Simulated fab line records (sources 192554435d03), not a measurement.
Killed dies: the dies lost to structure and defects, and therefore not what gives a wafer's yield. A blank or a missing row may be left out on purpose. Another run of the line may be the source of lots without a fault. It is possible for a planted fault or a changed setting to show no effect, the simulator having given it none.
fab line records    flow n5_finfet
record: lots: 24  wafers: 72  last_day: 18
route steps=1938 shown BEOL_M5@1132
lots that met no fault: taken from a fault-free run of the same line
start_h: start of the lot's first displayed wafer, in hours after the record's first day    wait_h: how many hours have passed since the lot's step before this one    " identical to the entry in the row above    L1.1+2: a row that stands for several wafers    - no value present, or no start provided    * or withheld: withheld    < > ~ a bound
route shown NAME@n: a module of which the file shows steps, and the number in the route of the first    usual: mean/standard deviation taken from wafers without a fault    same: alike in all rows    chamber/n: place in a boat    sites: the reading at each site    _std_site: their standard deviation    _edge_site: the outer-site mean with the inner-site mean subtracted    radius_mm: for every site, how far away it sits from the centre of the wafer    mask NAME#n: copy n    behind: tool/chamber where the wafer was last shaped    hold: what put the lot on hold/how long, in hours/how the hold closed    device: the transistor (n, p or np) that didn't switch    end of line: at the end of the route, the tests of the same wafers    a step without rows: its recipe alone    killed: the dies lost at the first sort to structure and to defects; this is not the yield of the wafer    map: a wafer's dies, x killed, . not, _ none there
set.NAME: the run value of the setting; set.NAME@STEP: its run value at that earlier step    model.NAME: the simulator's own value behind a step, which no gauge read
steps of the route over a sample of lots; a table a step, a row a wafer
services: a tool's chamber out of use, with start hour (start_h, from the record's first day; less than 0 if before it), hours out, and reason
== steps ==
step: N5_BEOL_M5_ETCH_62
recipe: chemistry: N2/H2  target: SOC  target_depth_a: 750  overetch_a: 150  mask_material: SiARC  temp_c: 40  time_s: 112.5  ion_energy_ev: 200  pressure_mtorr: 30  source_w: 840  bias_w: 150  n2_flow_sccm: 200  h2_flow_sccm: 200
usual: drypump_motor_current_A: 5.8/0.42  oes_product_au: 0.63/0.057  rf_vpp_V: 523.4/2.8  showerhead_plenum_p_Torr: 2.53/0.095  throttle_valve_pct: 17.84/0.2
lot.wafer  tool         chamber  start_h  wait_h  drypump_motor_current_A  oes_product_au  rf_hours_counter_h  rf_vpp_V  showerhead_plenum_p_Torr  throttle_valve_pct
L075.2     rie_diel-02  1        191.38   0.0     5.2                      0.69            28                  523.7     2.49                      17.52
L075.3     "            3        "        "       5.4                      0.58            164                 523.7     2.53                      17.78
L075.5     "            1        "        "       5.2                      0.70            -                   522.6     2.49                      17.54
L074.3     rie_diel-03  3        194.44   0.0     6.3                      0.64            108                 526.4     2.67                      17.77
L074.4     "            0        "        "       5.4                      0.57            190                 524.1     2.52                      18.26
L074.5     "            0        "        "       5.4                      0.58            -                   524.4     2.53                      18.28
L076.1     rie_diel-03  1        199.99   0.0     5.8                      0.75            8                   525.2     2.62                      17.74
L076.2     "            0        "        "       5.4                      0.57            193                 522.3     2.52                      18.28
L076.4     "            2        "        "       5.7                      0.67            64                  525.1     2.58                      17.79
L077.4     rie_diel-02  1        202.35   0.0     5.2                      0.69            32                  522.0     2.49                      17.55
L077.5     "            2        "        "       5.8                      0.54            -                   522.2     2.52                      17.84
L077.6     "            3        "        "       5.4                      0.58            -                   526.0     2.53                      17.78
L079.2     rie_diel-03  2        210.22   0.0     5.7                      0.66            66                  523.9     2.58                      17.80
L079.3     "            1        "        "       5.8                      0.74            10                  526.5     2.62                      17.75
L079.4     "            3        "        "       6.3                      0.64            112                 528.1     2.67                      17.77
L078.2     rie_diel-02  0        210.58   0.0     5.0                      0.61            156                 516.9     2.36                      18.00
L078.3     "            3        "        "       5.5                      0.58            169                 523.0     2.53                      17.81
L078.6     "            3        "        "       5.5                      0.58            -                   525.0     2.53                      17.79
L080.2     rie_diel-02  3        210.80   0.0     5.5                      0.57            169                 525.6     2.53                      17.80
L080.4     "            2        "        "       5.7                      0.54            -                   522.1     2.52                      17.87
L080.5     "            3        "        "       5.5                      0.58            -                   522.2     2.53                      17.77
L082.1     rie_diel-04  1        213.94   0.0     6.2                      0.62            111                 523.4     2.56                      17.78
L082.2     "            3        "        "       6.0                      0.73            18                  522.9     2.49                      17.61
L082.6     "            2        "        "       5.5                      0.74            -                   524.3     2.59                      17.61
L081.2     rie_diel-02  3        219.95   0.0     5.5                      0.57            173                 523.8     2.53                      17.79
L081.5     "            0        "        "       5.0                      0.60            -                   518.4     2.35                      17.99
L081.6     "            3        "        "       5.5                      0.58            -                   523.3     2.53                      17.80
L083.4     rie_diel-03  2        233.70   0.0     5.7                      0.65            72                  525.7     2.58                      17.80
L083.5     "            2        "        "       5.7                      0.66            -                   526.1     2.58                      17.81
L083.6     "            3        "        "       6.3                      0.62            -                   526.9     2.66                      17.76
L085.1     rie_diel-04  2        255.50   0.0     5.5                      0.72            19                  525.5     2.59                      17.64
L085.4     "            3        "        "       6.0                      0.71            28                  521.5     2.49                      17.63
L085.5     "            1        "        "       6.2                      0.61            -                   524.1     2.56                      17.79
L084.2     rie_diel-04  0        255.73   0.0     6.3                      0.61            136                 519.8     2.34                      17.89
L084.4     "            3        "        "       6.1                      0.72            28                  521.9     2.49                      17.63
L084.6     "            1        "        "       6.2                      0.61            -                   525.4     2.56                      17.79
L086.1     rie_diel-04  2        255.95   0.0     5.5                      0.71            19                  526.9     2.59                      17.64
L086.4     "            3        "        "       6.0                      0.71            28                  523.2     2.49                      17.60
L086.6     "            1        "        "       6.2                      0.61            -                   524.0     2.56                      17.80
L087.1     rie_diel-03  0        263.16   0.0     5.4                      0.56            208                 524.1     2.52                      18.29
L087.2     "            1        "        "       5.8                      0.71            24                  525.9     2.61                      17.77
L087.3     "            2        "        "       5.7                      0.65            79                  525.0     2.57                      17.79
L089.4     rie_diel-03  1        263.66   0.0     5.8                      0.70            25                  525.3     2.61                      17.79
L089.5     "            3        "        "       6.3                      0.63            -                   526.7     2.66                      17.79
L089.6     "            0        "        "       5.4                      0.56            -                   523.6     2.52                      18.32
L088.1     rie_diel-03  0        263.96   0.0     5.4                      0.56            208                 524.1     2.52                      18.33
L088.3     "            1        "        "       5.8                      0.71            25                  526.0     2.61                      17.79
L088.4     "            2        "        "       5.7                      0.64            80                  525.5     2.57                      17.81
L091.1     rie_diel-04  0        273.18   0.0     6.4                      0.61            140                 516.5     2.33                      17.90
L091.3     "            1        "        "       6.2                      0.61            125                 525.0     2.56                      17.80
L091.6     "            1        "        "       6.2                      0.62            -                   523.6     2.56                      17.77
L090.1     rie_diel-04  2        274.22   0.0     5.5                      0.71            23                  525.7     2.59                      17.65
L090.2     "            1        "        "       6.2                      0.61            126                 525.0     2.56                      17.80
L090.3     "            0        "        "       6.4                      0.61            140                 518.3     2.33                      17.89
L092.1     rie_diel-03  0        283.41   0.0     5.4                      0.56            213                 523.2     2.52                      18.32
L092.4     "            3        "        "       6.3                      0.62            132                 527.7     2.66                      17.80
L092.5     "            0        "        "       5.4                      0.56            -                   522.9     2.52                      18.32
L093.1     rie_diel-03  0        286.23   0.0     5.4                      0.57            214                 522.6     2.51                      18.31
L093.4     "            3        "        "       6.3                      0.62            133                 527.6     2.66                      17.81
L093.6     "            2        "        "       5.7                      0.64            -                   524.2     2.57                      17.81
L094.2     rie_diel-04  0        310.38   0.0     6.3                      0.59            153                 518.2     2.33                      17.90
L094.3     "            3        "        "       6.1                      0.68            45                  520.5     2.48                      17.65
L094.6     "            0        "        "       6.4                      0.59            -                   518.5     2.33                      17.90
L095.2     rie_diel-02  0        316.33   0.0     5.0                      0.59            191                 516.7     2.34                      18.06
L095.4     "            1        "        "       5.2                      0.65            67                  522.0     2.47                      17.59
L095.5     "            1        "        "       5.2                      0.65            -                   522.0     2.47                      17.58
L097.2     rie_diel-03  3        320.06   0.0     6.3                      0.61            144                 526.5     2.65                      17.82
L097.3     "            0        "        "       5.4                      0.55            224                 522.8     2.51                      18.33
L097.5     "            3        "        "       6.3                      0.61            -                   526.7     2.65                      17.83
L096.3     rie_diel-02  2        325.74   0.0     5.7                      0.76            13                  522.4     2.51                      17.54
L096.4     "            3        "        "       5.4                      0.55            206                 523.6     2.51                      17.86
L096.6     "            2        "        "       5.7                      0.75            -                   523.8     2.51                      17.57
step: N5_BEOL_M5_OVL_MEAS_29
recipe: points_per_wafer: 522
usual: V4_OVL: 0.1/0.63
lot.wafer  tool        chamber  start_h  wait_h  V4_OVL[nm]
L075.2     overlay-02  0        193.01   0.0     -1.0
L075.3     "           0        "        "       0.2
L075.5     "           0        "        "       -1.6
L074.3     overlay-01  0        195.28   0.0     0.2
L074.4     "           0        "        "       0.3
L074.5     "           0        "        "       0.4
L076.1     overlay-01  0        200.71   0.0     -0.8
L076.2     "           0        "        "       0.0
L076.4     "           0        "        "       -1.1
L077.4     overlay-01  0        204.91   0.0     1.1
L077.5     "           0        "        "       0.3
L077.6     "           0        "        "       0.6
L078.2     overlay-01  0        212.18   0.0     -0.7
L078.3     "           0        "        "       -0.3
L078.6     "           0        "        "       -0.3
L079.2     overlay-02  0        212.36   0.0     -0.5
L079.3     "           0        "        "       -0.1
L079.4     "           0        "        "       0.0
L080.2     overlay-01  0        212.40   0.0     -0.3
L080.4     "           0        "        "       0.7
L080.5     "           0        "        "       -0.2
L082.1     overlay-01  0        218.72   0.0     -0.5
L082.2     "           0        "        "       0.3
L082.6     "           0        "        "       -0.3
L081.2     overlay-01  0        222.18   0.0     0.5
L081.5     "           0        "        "       0.0
L081.6     "           0        "        "       0.3
L083.4     overlay-01  0        235.81   0.0     -0.5
L083.5     "           0        "        "       -0.3
L083.6     "           0        "        "       -1.3
L085.1     overlay-02  0        256.29   0.0     -0.9
L085.4     "           0        "        "       0.5
L085.5     "           0        "        "       0.0
L084.2     overlay-01  0        256.79   0.0     -0.1
L084.4     "           0        "        "       0.9
L084.6     "           0        "        "       0.1
L086.1     overlay-01  0        256.84   0.0     0.3
L086.4     "           0        "        "       0.4
L086.6     "           0        "        "       0.1
L087.1     overlay-01  0        265.86   0.0     0.0
L087.2     "           0        "        "       0.4
L087.3     "           0        "        "       0.6
L089.4     overlay-02  0        266.06   0.0     0.2
L089.5     "           0        "        "       0.0
L089.6     "           0        "        "       0.2
L088.1     overlay-01  0        266.09   0.0     -0.4
L088.3     "           0        "        "       0.2
L088.4     "           0        "        "       -0.7
L091.1     overlay-02  0        273.89   0.0     0.3
L091.3     "           0        "        "       0.5
L091.6     "           0        "        "       -0.1
L090.1     overlay-02  0        281.95   0.0     0.9
L090.2     "           0        "        "       -0.5
L090.3     "           0        "        "       -0.5
L092.1     overlay-02  0        284.14   0.0     0.9
L092.4     "           0        "        "       0.3
L092.5     "           0        "        "       -0.5
L093.1     overlay-02  0        287.84   0.0     0.0
L093.4     "           0        "        "       0.0
L093.6     "           0        "        "       0.2
L094.2     overlay-01  0        311.63   0.0     1.1
L094.3     "           0        "        "       1.0
L094.6     "           0        "        "       0.4
L095.2     overlay-01  0        318.37   0.0     0.8
L095.4     "           0        "        "       1.2
L095.5     "           0        "        "       1.4
L097.2     overlay-02  0        324.40   0.0     0.5
L097.3     "           0        "        "       0.8
L097.5     "           0        "        "       0.5
L096.3     overlay-02  0        326.45   0.0     -0.7
L096.4     "           0        "        "       -0.9
L096.6     "           0        "        "       -0.6
step: N5_BEOL_M5_STRIP_91
recipe: chemistry: N2/H2  time_s: 10  power_w: 450  temp_c: 40  pressure_mtorr: 20  rf_frequency_hz: 6e+07  bias_power_w: 7  n2_flow_sccm: 200  h2_flow_sccm: 200
usual: drypump_motor_current_A: 5.7/0.42  oes_product_au: 0.81/0.088  rf_vpp_V: 59.1/0.93  showerhead_plenum_p_Torr: 2.51/0.092  throttle_valve_pct: 23.63/0.2
lot.wafer  tool         chamber  start_h  wait_h  drypump_motor_current_A  oes_product_au  rf_hours_counter_h  rf_vpp_V  showerhead_plenum_p_Torr  throttle_valve_pct
L075.2     rie_diel-04  3        -        -       6.0                      0.96            11                  59.0      2.49                      23.36
L075.3     "            0        "        "       6.3                      0.77            119                 58.2      2.34                      23.72
L075.5     "            0        "        "       6.3                      0.78            -                   59.6      2.34                      23.73
L074.3     rie_diel-03  3        -        -       6.3                      0.80            108                 57.6      2.66                      23.43
L074.4     "            1        "        "       5.8                      0.96            7                   59.0      2.61                      23.73
L074.5     "            1        "        "       5.8                      0.95            -                   59.3      2.61                      23.71
L076.1     rie_diel-02  3        -        -       5.5                      0.72            166                 57.7      2.53                      23.52
L076.2     "            0        "        "       5.0                      0.77            154                 59.7      2.35                      23.81
L076.4     "            2        "        "       5.8                      0.68            231                 58.0      2.52                      23.64
L077.4     rie_diel-04  0        -        -       6.4                      0.77            123                 58.6      2.34                      23.73
L077.5     "            2        "        "       5.5                      0.97            -                   60.7      2.59                      23.48
L077.6     "            1        "        "       6.2                      0.78            -                   60.4      2.56                      23.57
L078.2     rie_diel-02  0        -        -       5.0                      0.78            157                 57.8      2.35                      23.81
L078.3     "            3        "        "       5.4                      0.72            170                 58.6      2.52                      23.52
L078.6     "            0        "        "       5.0                      0.78            -                   57.3      2.35                      23.82
L079.2     rie_diel-04  0        -        -       6.3                      0.77            126                 57.3      2.34                      23.73
L079.3     "            3        "        "       6.0                      0.94            18                  60.5      2.49                      23.37
L079.4     "            1        "        "       6.2                      0.79            111                 59.0      2.56                      23.55
L080.2     rie_diel-04  1        -        -       6.2                      0.79            111                 59.7      2.56                      23.57
L080.4     "            3        "        "       6.0                      0.93            18                  58.1      2.49                      23.38
L080.5     "            1        "        "       6.2                      0.79            -                   60.3      2.56                      23.59
L082.1     rie_diel-03  2        -        -       5.7                      0.84            69                  59.1      2.57                      23.55
L082.2     "            1        "        "       5.8                      0.94            14                  59.5      2.61                      23.73
L082.6     "            2        "        "       5.7                      0.83            -                   58.6      2.57                      23.57
L081.2     rie_diel-03  3        -        -       6.3                      0.79            116                 58.1      2.66                      23.43
L081.5     "            2        "        "       5.7                      0.84            -                   59.7      2.57                      23.57
L081.6     "            1        "        "       5.8                      0.94            -                   61.1      2.61                      23.72
L083.4     rie_diel-04  1        -        -       6.2                      0.80            117                 60.7      2.56                      23.60
L083.5     "            3        "        "       6.1                      0.91            -                   59.6      2.48                      23.38
L083.6     "            2        "        "       5.5                      0.94            -                   59.2      2.58                      23.50
L085.1     rie_diel-03  2        -        -       5.7                      0.81            78                  58.1      2.57                      23.58
L085.4     "            1        "        "       5.8                      0.91            23                  59.3      2.61                      23.74
L085.5     "            0        "        "       5.4                      0.70            -                   58.4      2.51                      24.22
L084.2     rie_diel-02  2        -        -       5.8                      0.66            248                 58.7      2.51                      23.67
L084.4     "            1        "        "       5.2                      0.88            44                  57.7      2.48                      23.47
L084.6     "            3        "        "       5.5                      0.71            -                   59.4      2.52                      23.56
L086.1     rie_diel-04  3        -        -       6.1                      0.90            29                  59.9      2.48                      23.39
L086.4     "            1        "        "       6.2                      0.78            122                 58.8      2.56                      23.61
L086.6     "            1        "        "       6.2                      0.78            -                   58.5      2.56                      23.60
L087.1     rie_diel-02  1        -        -       5.2                      0.88            47                  57.4      2.48                      23.49
L087.2     "            2        "        "       5.8                      0.67            251                 58.4      2.51                      23.67
L087.3     "            3        "        "       5.5                      0.71            187                 58.5      2.52                      23.54
L089.4     rie_diel-04  0        -        -       6.3                      0.75            138                 57.5      2.33                      23.75
L089.5     "            2        "        "       5.5                      0.92            -                   59.3      2.58                      23.51
L089.6     "            1        "        "       6.2                      0.78            -                   58.7      2.55                      23.59
L088.1     rie_diel-02  3        -        -       5.4                      0.71            188                 58.0      2.52                      23.54
L088.3     "            0        "        "       5.0                      0.76            172                 59.1      2.35                      23.82
L088.4     "            0        "        "       5.0                      0.76            -                   59.8      2.35                      23.82
L091.1     rie_diel-02  0        -        -       5.0                      0.76            177                 58.7      2.34                      23.82
L091.3     "            3        "        "       5.4                      0.71            190                 59.4      2.52                      23.55
L091.6     "            1        "        "       5.2                      0.87            -                   57.8      2.47                      23.48
L090.1     rie_diel-02  1        -        -       5.2                      0.86            54                  57.6      2.47                      23.48
L090.2     "            3        "        "       5.4                      0.71            192                 60.1      2.52                      23.56
L090.3     "            0        "        "       5.0                      0.75            179                 59.1      2.34                      23.84
L092.1     rie_diel-03  1        -        -       5.8                      0.89            30                  61.5      2.60                      23.76
L092.4     "            0        "        "       5.4                      0.70            213                 57.6      2.51                      24.22
L092.5     "            0        "        "       5.4                      0.69            -                   60.2      2.51                      24.22
L093.1     rie_diel-02  1        -        -       5.2                      0.86            57                  60.9      2.47                      23.50
L093.4     "            3        "        "       5.4                      0.70            194                 59.6      2.51                      23.55
L093.6     "            0        "        "       5.0                      0.75            -                   59.1      2.34                      23.86
L094.2     rie_diel-04  0        -        -       6.3                      0.74            153                 59.1      2.32                      23.78
L094.3     "            2        "        "       5.5                      0.90            35                  59.8      2.58                      23.53
L094.6     "            1        "        "       6.2                      0.76            -                   59.0      2.55                      23.63
L095.2     rie_diel-02  1        -        -       5.2                      0.85            68                  58.6      2.47                      23.51
L095.4     "            3        "        "       5.5                      0.70            204                 58.2      2.51                      23.56
L095.5     "            3        "        "       5.4                      0.70            -                   61.1      2.51                      23.58
L097.2     rie_diel-03  0        -        -       5.4                      0.69            225                 57.5      2.51                      24.24
L097.3     "            2        "        "       5.7                      0.80            98                  59.0      2.56                      23.62
L097.5     "            2        "        "       5.7                      0.80            -                   60.0      2.56                      23.62
L096.3     rie_diel-03  2        -        -       5.7                      0.80            99                  59.9      2.56                      23.60
L096.4     "            0        "        "       5.4                      0.69            -                   60.2      2.51                      24.23
L096.6     "            1        "        "       5.8                      0.88            -                   58.1      2.60                      23.76
step: N5_BEOL_M5_DEGAS_44
recipe: ambient: vacuum  temp_c: 250  time_s: 60
usual: heater_power_w: 313/24
lot.wafer  tool            chamber  start_h  wait_h  heater_power_w
L075.2     pvd_sputter-02  -        194.16   0.3     282
L075.3     "               -        "        "       360
L075.5     "               -        "        "       307
L074.3     pvd_sputter-03  -        196.53   0.4     326
L074.4     "               -        "        "       290
L074.5     "               -        "        "       294
L076.1     pvd_sputter-02  -        201.81   0.3     292
L076.2     "               -        "        "       305
L076.4     "               -        "        "       290
L077.4     pvd_sputter-03  -        205.95   0.2     315
L077.5     "               -        "        "       327
L077.6     "               -        "        "       325
L078.2     pvd_sputter-03  -        213.55   0.2     339
L078.3     "               -        "        "       294
L078.6     "               -        "        "       334
L079.2     pvd_sputter-02  -        214.01   0.2     306
L079.3     "               -        "        "       296
L079.4     "               -        "        "       352
L080.2     pvd_sputter-02  -        214.47   0.3     287
L080.4     "               -        "        "       350
L080.5     "               -        "        "       278
L082.1     pvd_sputter-03  -        219.79   0.3     279
L082.2     "               -        "        "       338
L082.6     "               -        "        "       325
L081.2     pvd_sputter-02  -        223.40   0.3     359
L081.5     "               -        "        "       288
L081.6     "               -        "        "       299
L083.4     pvd_sputter-01  -        237.65   0.4     302
L083.5     "               -        "        "       326
L083.6     "               -        "        "       306
L085.1     pvd_sputter-01  -        257.39   0.3     307
L085.4     "               -        "        "       306
L085.5     "               -        "        "       329
L084.2     pvd_sputter-02  -        258.29   0.3     305
L084.4     "               -        "        "       299
L084.6     "               -        "        "       313
L086.1     pvd_sputter-02  -        258.47   0.4     295
L086.4     "               -        "        "       361
L086.6     "               -        "        "       359
L087.1     pvd_sputter-02  -        266.99   0.3     348
L087.2     "               -        "        "       293
L087.3     "               -        "        "       283
L089.4     pvd_sputter-02  -        267.54   0.4     295
L089.5     "               -        "        "       303
L089.6     "               -        "        "       283
L088.1     pvd_sputter-02  -        267.62   0.3     308
L088.3     "               -        "        "       284
L088.4     "               -        "        "       355
L091.1     pvd_sputter-02  -        277.14   2.0     347
L091.3     "               -        "        "       303
L091.6     "               -        "        "       351
L090.1     pvd_sputter-02  -        282.98   0.3     353
L090.2     "               -        "        "       290
L090.3     "               -        "        "       291
L092.1     pvd_sputter-03  -        285.40   0.5     338
L092.4     "               -        "        "       348
L092.5     "               -        "        "       340
L093.1     pvd_sputter-03  -        289.18   0.6     349
L093.4     "               -        "        "       330
L093.6     "               -        "        "       298
L094.2     pvd_sputter-03  -        313.05   0.3     334
L094.3     "               -        "        "       326
L094.6     "               -        "        "       341
L095.2     pvd_sputter-02  -        319.74   0.5     283
L095.4     "               -        "        "       311
L095.5     "               -        "        "       308
L097.2     pvd_sputter-02  -        325.72   0.3     295
L097.3     "               -        "        "       303
L097.5     "               -        "        "       302
L096.3     pvd_sputter-03  -        327.61   0.3     338
L096.4     "               -        "        "       338
L096.6     "               -        "        "       316
step: N5_BEOL_M5_ALD_86
recipe: material: TaN  target_thk_a: *  temp_c: 275  ald_precursor_family: PDMAT  ald_co_reactant: NH3  pressure_torr: 3  carrier_flow_sccm: 1500  pulse_time_s: 2  purge_time_s: 3  co_reactant_purge_time_s: 2  co_reactant_pulse_time_s: 3  ald_cycles: 30  precursor_vessel_temp_c: 75  precursor_vessel_pressure_torr: 26.25  precursor_vessel_carrier_sccm: 1000
usual: heater_power_w: 425/42
lot.wafer  tool          chamber  start_h  wait_h  heater_power_w
L075.2     ald_metal-03  3        194.47   0.3     498
L075.3     "             1        "        "       442
L075.5     "             1        "        "       444
L074.3     ald_metal-03  1        196.63   0.0     450
L074.4     "             0        "        "       388
L074.5     "             1        "        "       441
L076.1     ald_metal-03  3        202.14   0.3     499
L076.2     "             1        "        "       431
L076.4     "             0        "        "       388
L077.4     ald_metal-02  1        206.16   0.2     441
L077.5     "             0        "        "       350
L077.6     "             2        "        "       443
L078.2     ald_metal-02  2        213.65   0.0     438
L078.3     "             0        "        "       334
L078.6     "             0        "        "       330
L079.2     ald_metal-03  1        214.12   0.0     432
L079.3     "             2        "        "       393
L079.4     "             0        "        "       389
L080.2     ald_metal-02  2        214.58   0.0     446
L080.4     "             2        "        "       444
L080.5     "             1        "        "       433
L082.1     ald_metal-02  1        219.96   0.1     439
L082.2     "             0        "        "       334
L082.6     "             1        "        "       443
L081.2     ald_metal-04  2        223.62   0.2     456
L081.5     "             0        "        "       444
L081.6     "             1        "        "       454
L083.4     ald_metal-03  2        237.75   0.0     391
L083.5     "             2        "        "       386
L083.6     "             3        "        "       507
L085.1     ald_metal-03  3        257.49   0.0     494
L085.4     "             2        "        "       388
L085.5     "             0        "        "       388
L084.2     ald_metal-03  2        258.39   0.0     387
L084.4     "             0        "        "       383
L084.6     "             1        "        "       443
L086.1     ald_metal-04  2        258.57   0.0     461
L086.4     "             3        "        "       388
L086.6     "             2        "        "       457
L087.1     ald_metal-03  3        267.09   0.0     503
L087.2     "             1        "        "       439
L087.3     "             0        "        "       389
L089.4     ald_metal-03  0        267.64   0.0     384
L089.5     "             1        "        "       440
L089.6     "             2        "        "       402
L088.1     ald_metal-04  2        267.84   0.2     481
L088.3     "             3        "        "       400
L088.4     "             0        "        "       442
L091.1     ald_metal-04  0        277.24   0.0     441
L091.3     "             1        "        "       449
L091.6     "             1        "        "       449
L090.1     ald_metal-03  1        283.08   0.0     435
L090.2     "             3        "        "       505
L090.3     "             2        "        "       388
L092.1     ald_metal-02  1        285.50   0.0     441
L092.4     "             2        "        "       437
L092.5     "             0        "        "       342
L093.1     ald_metal-03  2        289.28   0.0     402
L093.4     "             1        "        "       438
L093.6     "             1        "        "       441
L094.2     ald_metal-04  1        313.15   0.0     457
L094.3     "             0        "        "       444
L094.6     "             2        "        "       462
L095.2     ald_metal-03  1        319.84   0.0     453
L095.4     "             3        "        "       493
L095.5     "             3        "        "       498
L097.2     ald_metal-03  0        325.84   0.1     384
L097.3     "             1        "        "       445
L097.5     "             2        "        "       390
L096.3     ald_metal-03  2        327.72   0.1     397
L096.4     "             0        "        "       378
L096.6     "             2        "        "       397
step: N5_BEOL_M5_SPUTTER_90
recipe: material: Cu  target_thk_a: 45  temp_c: -20  chamber_pressure_pa: 0.07  power_w: withheld  time_s: 8.29
usual: throttle_valve_pct: 30.8/0.95
lot.wafer  tool            chamber  start_h  wait_h  throttle_valve_pct
L075.2     pvd_sputter-02  -        199.39   0.5     30.5
L075.3     "               -        "        "       32.5
L075.5     "               -        "        "       30.6
L074.3     pvd_sputter-03  -        203.35   0.5     31.4
L074.4     "               -        "        "       30.5
L074.5     "               -        "        "       31.7
L076.1     pvd_sputter-02  -        207.07   0.5     30.4
L076.2     "               -        "        "       32.4
L076.4     "               -        "        "       29.6
L077.4     pvd_sputter-03  -        211.01   0.5     31.2
L077.5     "               -        "        "       30.5
L077.6     "               -        "        "       32.0
L078.2     pvd_sputter-01  -        218.47   0.5     29.4
L078.3     "               -        "        "       29.6
L078.6     "               -        "        "       30.5
L079.2     pvd_sputter-03  -        219.15   0.5     31.7
L079.3     "               -        "        "       32.0
L079.4     "               -        "        "       30.4
L080.2     pvd_sputter-02  -        219.54   0.5     30.7
L080.4     "               -        "        "       32.4
L080.5     "               -        "        "       30.5
L082.1     pvd_sputter-01  -        225.18   0.5     29.6
L082.2     "               -        "        "       30.3
L082.6     "               -        "        "       29.5
L081.2     pvd_sputter-03  -        228.85   0.5     30.4
L081.5     "               -        "        "       31.8
L081.6     "               -        "        "       30.4
L083.4     pvd_sputter-03  -        242.63   0.5     31.4
L083.5     "               -        "        "       30.4
L083.6     "               -        "        "       32.1
L085.1     pvd_sputter-03  -        262.33   0.5     31.9
L085.4     "               -        "        "       30.7
L085.5     "               -        "        "       30.8
L084.2     pvd_sputter-01  -        263.66   0.5     30.3
L084.4     "               -        "        "       30.0
L084.6     "               -        "        "       29.6
L086.1     pvd_sputter-02  -        263.68   0.5     29.6
L086.4     "               -        "        "       30.7
L086.6     "               -        "        "       31.5
L087.1     pvd_sputter-03  -        272.01   0.5     30.7
L087.2     "               -        "        "       31.5
L087.3     "               -        "        "       30.4
L089.4     pvd_sputter-01  -        273.96   0.5     29.6
L089.5     "               -        "        "       30.3
L089.6     "               -        "        "       29.9
L088.1     pvd_sputter-02  -        274.48   0.5     30.8
L088.3     "               -        "        "       32.5
L088.4     "               -        "        "       29.6
L091.1     pvd_sputter-02  -        282.12   0.5     29.5
L091.3     "               -        "        "       30.8
L091.6     "               -        "        "       31.4
L090.1     pvd_sputter-02  -        288.35   0.5     29.4
L090.2     "               -        "        "       32.4
L090.3     "               -        "        "       30.9
L092.1     pvd_sputter-01  -        290.59   0.5     30.5
L092.4     "               -        "        "       30.3
L092.5     "               -        "        "       29.9
L093.1     pvd_sputter-02  -        294.33   0.5     31.4
L093.4     "               -        "        "       30.7
L093.6     "               -        "        "       31.3
L094.2     pvd_sputter-02  -        318.58   0.5     32.5
L094.3     "               -        "        "       30.7
L094.6     "               -        "        "       31.4
L095.2     pvd_sputter-01  -        324.72   0.5     30.5
L095.4     "               -        "        "       29.6
L095.5     "               -        "        "       29.5
L097.2     pvd_sputter-01  -        331.01   0.5     30.3
L097.3     "               -        "        "       29.7
L097.5     "               -        "        "       29.7
L096.3     pvd_sputter-02  -        332.61   0.5     32.7
L096.4     "               -        "        "       30.8
L096.6     "               -        "        "       29.6
== services ==
tool          chamber  start_h  hours  kind
rie_diel-02   -        197.02   0.7    repair
ald_metal-04  -        198.45   2.6    repair
rie_diel-02   1        204.40   10.7   repair
ald_metal-02  1        233.87   13.2   repair
rie_diel-03   0        239.43   7.2    repair
rie_diel-02   0        259.82   6.2    repair
rie_diel-02   2        266.34   -      clean
rie_diel-02   2        266.34   -      consumable_replace:focus_ring
rie_diel-02   2        266.34   18.4   scheduled_down
rie_diel-02   2        266.34   18.4   vent_cycle
rie_diel-04   2        277.56   5.6    repair
ald_metal-04  0        299.98   6.3    repair
rie_diel-03   3        325.77   3.3    repair
== key ==
fault none
